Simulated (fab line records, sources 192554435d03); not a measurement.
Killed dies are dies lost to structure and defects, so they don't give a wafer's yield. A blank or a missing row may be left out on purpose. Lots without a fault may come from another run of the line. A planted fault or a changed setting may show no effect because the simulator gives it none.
Chamber matching | flow n5_finfet | N5_FIN_SAQP_PECVD_47 on pecvd-01: 3 sister chambers
The step deposits a-Si from SiH4/He, target thk 45 nm, time 36.3 s. 6 wafers are shown with their chamber, then 11 later ones without.

WAFERS WITH THEIR CHAMBER
wafer  | chamber | throttle_valve_pct (%) | showerhead_plenum_p_Torr (Torr)
L089.4 | 0       | 19.0                   | 5.72
L089.5 | 1       | 16.8                   | 5.67
L090.3 | 1       | 16.3                   | 5.67
L090.6 | 0       | 19.0                   | 5.72
L091.6 | 2       | 16.5                   | 5.65
L092.2 | 2       | 16.5                   | 5.66

WAFERS WITHOUT THEIR CHAMBER
wafer  | throttle_valve_pct (%) | showerhead_plenum_p_Torr (Torr)
L092.3 | 16.7                   | 5.67
L092.4 | 16.6                   | 5.65
L093.1 | 16.1                   | 5.63
L093.2 | 16.3                   | 5.69
L093.5 | 16.7                   | 5.67
L094.1 | 18.8                   | 5.71
L094.5 | 19.1                   | 5.72
L094.6 | 16.3                   | 5.65
L096.1 | 19.0                   | 5.71
L096.3 | 16.4                   | 5.66
L096.4 | 16.4                   | 5.64

WHICH CHAMBER EACH WENT THROUGH
wafer  | from the rows above     | in truth
L092.3 | 1                       | 1
L092.4 | 2                       | 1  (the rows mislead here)
L093.1 | 2                       | 2
L093.2 | 1                       | 1
L093.5 | 1                       | 1
L094.1 | 0                       | 0
L094.5 | 0                       | 0
L094.6 | 2                       | 2
L096.1 | 0                       | 0
L096.3 | can't be placed: 2 or 1 | 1
L096.4 | 2                       | 2
Placed correctly: 9 of 11. Can't be placed from these rows: 1 (the true chamber is among the candidates in 1). Placed wrongly: 1.
How it was worked out, from the rows above alone: a wafer's distance from a chamber is the root of the sum, over the readings, of the square of ((its reading less the chamber's mean) divided by the reading's scatter). The wafer belongs to the nearest chamber; if the next one is less than 2 further off, it can't be placed. A chamber's mean is the mean of its shown wafers. The scatter: the root of (the sum of the squares of (reading less its chamber's mean) over the shown wafers, divided by (wafers less chambers)).
